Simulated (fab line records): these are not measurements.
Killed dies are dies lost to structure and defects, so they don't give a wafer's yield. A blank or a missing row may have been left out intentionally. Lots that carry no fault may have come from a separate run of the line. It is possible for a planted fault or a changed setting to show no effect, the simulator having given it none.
Chamber matching / flow n5 finfet / 4 sister chambers for N5_HKMG_FIN_CMP_23 on cmp-03
The step polishes, stops on SiNx, t overpolish 10 s, target thk 46.326 nm. 14 wafers are shown with their chamber, then 7 later ones without.

== EACH WAFER AND ITS CHAMBER ==
wafer=L079.1; chamber=1; motor current A (A)=13.7; time to endpoint s (s)=16.0; overpolish run s (s)=10.007
wafer=L079.4; chamber=3; motor current A (A)=14.3; time to endpoint s (s)=13.5; overpolish run s (s)=10.006
wafer=L079.5; chamber=3; motor current A (A)=14.4; time to endpoint s (s)=13.9; overpolish run s (s)=10.011
wafer=L080.2; chamber=2; motor current A (A)=13.4; time to endpoint s (s)=5.6; overpolish run s (s)=10.014
wafer=L080.3; chamber=0; motor current A (A)=11.7; time to endpoint s (s)=8.7; overpolish run s (s)=10.011
wafer=L080.6; chamber=0; motor current A (A)=12.6; time to endpoint s (s)=8.1; overpolish run s (s)=10.009
wafer=L085.1; chamber=2; motor current A (A)=13.9; time to endpoint s (s)=8.7; overpolish run s (s)=10.005
wafer=L085.2; chamber=3; motor current A (A)=14.2; time to endpoint s (s)=11.8; overpolish run s (s)=9.983
wafer=L085.3; chamber=1; motor current A (A)=14.0; time to endpoint s (s)=13.2; overpolish run s (s)=10.013
wafer=L087.3; chamber=0; motor current A (A)=12.4; time to endpoint s (s)=11.3; overpolish run s (s)=10.011
wafer=L087.4; chamber=2; motor current A (A)=13.9; time to endpoint s (s)=8.9; overpolish run s (s)=9.999
wafer=L087.5; chamber=1; motor current A (A)=14.1; time to endpoint s (s)=14.6; overpolish run s (s)=9.994
wafer=L088.1; chamber=2; motor current A (A)=13.7; time to endpoint s (s)=7.5; overpolish run s (s)=10.006
wafer=L088.4; chamber=0; motor current A (A)=11.5; time to endpoint s (s)=11.1; overpolish run s (s)=9.999

SIGNATURES (means of the wafers above)
reading=motor current A; chamber 0=12.050; chamber 1=13.933; chamber 2=13.725; chamber 3=14.300; scatter within a chamber=0.335
reading=time to endpoint s; chamber 0=9.800; chamber 1=14.600; chamber 2=7.675; chamber 3=13.067; scatter within a chamber=1.46
reading=overpolish run s; chamber 0=10.00750; chamber 1=10.00467; chamber 2=10.00600; chamber 3=10.00000; scatter within a chamber=0.00921
Rule: a wafer lies at a distance from a chamber equal to the root of the sum of squares, over the readings, of (its reading less the chamber's mean, divided by the reading's scatter). The wafer belongs to the nearest chamber; if the next one is less than 2 further off, it can't be placed. The scatter: the root of (the sum of the squares of (reading less its chamber's mean) over the shown wafers, divided by (wafers less chambers)).

== WAFERS MISSING THEIR CHAMBER ==
wafer=L088.5; motor current A (A)=12.0; time to endpoint s (s)=11.6; overpolish run s (s)=10.013
wafer=L094.1; motor current A (A)=13.8; time to endpoint s (s)=9.1; overpolish run s (s)=10.004
wafer=L094.2; motor current A (A)=13.5; time to endpoint s (s)=12.2; overpolish run s (s)=9.995
wafer=L094.4; motor current A (A)=12.4; time to endpoint s (s)=10.5; overpolish run s (s)=10.005
wafer=L095.1; motor current A (A)=13.5; time to endpoint s (s)=8.9; overpolish run s (s)=10.014
wafer=L095.3; motor current A (A)=11.6; time to endpoint s (s)=12.4; overpolish run s (s)=9.984
wafer=L095.6; motor current A (A)=14.3; time to endpoint s (s)=9.4; overpolish run s (s)=10.004

== WHICH CHAMBER EACH WENT THROUGH ==
wafer=L088.5; from the rows above=0; in truth=0
wafer=L094.1; from the rows above=2; in truth=2
wafer=L094.2; from the rows above=can't be placed: 1 or 3 or 2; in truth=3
wafer=L094.4; from the rows above=0; in truth=0
wafer=L095.1; from the rows above=2; in truth=2
wafer=L095.3; from the rows above=0; in truth=0
wafer=L095.6; from the rows above=can't be placed: 2 or 3 or 1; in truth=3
5 of 7 placed correctly. These rows do not allow placing 2 (true chamber among the candidates in 2). Placed wrongly: 0.
